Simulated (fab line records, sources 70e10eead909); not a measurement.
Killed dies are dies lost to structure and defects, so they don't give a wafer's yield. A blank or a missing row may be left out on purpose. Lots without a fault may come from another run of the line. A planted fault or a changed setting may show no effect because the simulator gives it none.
Problem report in the 8D (eight disciplines) form, filled by code | flow nand_harc | the parts of the form that need people (team, actions taken, sign-off) are left out

1. THE PROBLEM
killed_at_array at NHARC_END_SORT_01 reads a mean of 675 on 6 wafers of 2 lots; wafers without a fault read 59 with a standard deviation of 20. That is +31 standard deviations from the usual mean.
First seen on wafer L160.1, day 27 10:31, on prober-02. The record holds 24 wafers of 8 lots with a number at this step. Rule for "out", or "out of limits": more than 4 standard deviations from the usual mean. The other wafers with a number count as sound.

2. WHAT IT IS AND WHAT IT IS NOT
question                    | is                                                 | is not
which readings at this step | killed_at_array, defect_limited_yield, killed_dies | killed_at_other, killed_at_periphery, killed_open, killed_short
which lots                  | L159, L160                                         | L165, L168, L169, L173, L174, L175
which wafers of those lots  | all that have a number                             | -
read on which gauges        | prober-01, prober-02                               | -
when                        | from day 27 10:31                                  | up to then (0 sound wafers); but 18 sound wafers of L165, L168, L169, L173, L174, L175 came after

3. SUSPECTS, AND WHAT RULES EACH OUT
Counting: a tool at a process step up to the reading stays a suspect if it ran every lot that is out and no sound lot after the first of them.
- the gauge at NHARC_END_SORT_01: ruled out. The wafers that are out were read on 2 gauges (prober-01, prober-02).
- pvd_sputter-03 at NHARC_A_M0_DEGAS_28 (time 60 s): ruled out as a lasting fault. Sound lots L168, L173, L175 ran on it after its first lot that is out, L160 (day 25 20:46).
- pvd_sputter-03 at NHARC_A_M0_PVD_21 (deposits Cu, target thk 30 nm, time 20.49 s): ruled out as a lasting fault. Sound lots L168, L173, L175 ran on it after its first lot that is out, L160 (day 25 21:01).
Left after counting: nothing in the record.

4. THE CAUSE (what the simulator had put in)
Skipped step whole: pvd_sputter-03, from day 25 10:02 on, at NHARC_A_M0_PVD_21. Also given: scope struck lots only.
Counting ruled it out, wrongly: the rule takes a fault to strike every lot that its tool runs from its start on, and this one did not.

5. THE CHAIN OF EFFECTS, in route order
Each row: a reading whose mean over the struck wafers that have a number lies more than 3 standard deviations from the usual. Only readings for which the record gives a usual standard deviation are gone through. hours: the time from each lot's start at the first step in this table that gives one to its start at this step, as a median over the lots. sigmas: the change in usual standard deviations.
hours | step              | reading              | usual | on struck wafers | change | sigmas
0     | NHARC_END_SORT_01 | defect_limited_yield | 90 %  | 0                | -90    | -29
0     | NHARC_END_SORT_01 | killed_at_array      | 59    | 675              | +616   | +31
0     | NHARC_END_SORT_01 | killed_dies          | 64    | 677              | +613   | +29
Readings that are blank on the struck wafers while sound wafers have them: cathode_dc_power_W at NHARC_A_M0_PVD_21; chamber_pressure_pa at NHARC_A_M0_PVD_21; throttle_valve_pct at NHARC_A_M0_PVD_21.

6. WHAT WOULD HAVE CAUGHT IT SOONER
In this record the first reading out of limits at a measuring or inspecting step was taken at day 27 10:31, 48 hours after the fault began at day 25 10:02.
At NHARC_A_M0_PVD_21 the tool's readings are blank on the struck wafers, where sound wafers have them: an empty tool record is the first sign, and it was there at once.
